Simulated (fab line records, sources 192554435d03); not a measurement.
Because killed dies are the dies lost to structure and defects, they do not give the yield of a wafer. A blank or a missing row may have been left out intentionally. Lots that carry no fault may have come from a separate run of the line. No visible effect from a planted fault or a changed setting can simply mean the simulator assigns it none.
Matching of chambers | flow n5Finfet | 4 sister chambers for N5_BEOL_M4_VIA_ETCH_34 on rieDiel-05
The step etches the open film in C4F6/O2, target depth 69.4 nm, time 65.9 s. 4 wafers are shown with their chamber, then 8 later ones without.

## WAFERS, EACH WITH ITS CHAMBER
wafer  | chamber | throttleValvePct (%)
L082.5 | 2       | 30.57
L087.2 | 3       | 30.71
L087.6 | 0       | 30.09
L091.1 | 1       | 31.07

## WAFERS WITHOUT THEIR CHAMBER
wafer  | throttleValvePct (%)
L091.3 | 30.09
L091.4 | 30.60
L093.1 | 31.10
L093.2 | 30.10
L093.3 | 30.62
L094.4 | 31.09
L094.5 | 30.10
L094.6 | 30.73

## THE CHAMBER EACH PASSED THROUGH
wafer  | from the rows above     | in truth
L091.3 | 0                       | 0
L091.4 | 2                       | 2
L093.1 | 1                       | 1
L093.2 | 0                       | 0
L093.3 | can't be placed: 2 or 3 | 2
L094.4 | 1                       | 1
L094.5 | 0                       | 0
L094.6 | 3                       | 3
Correctly placed: 7 of 8. Can't be placed from these rows: 1 (the true chamber is among the candidates in 1). Number placed wrongly: 0.
How it was worked out, from the rows above alone: a wafer's distance from a chamber is the root of the sum, over the readings, of the square of ((its reading less the chamber's mean) divided by the reading's scatter). If the next closest chamber is less than 2 further off than the closest, the wafer can't be placed; otherwise it belongs to the closest. Each chamber's mean is taken over the wafers shown for it. The scatter: root of mean squared gap, hidden wafer to nearest shown wafer, with one shown wafer a chamber.
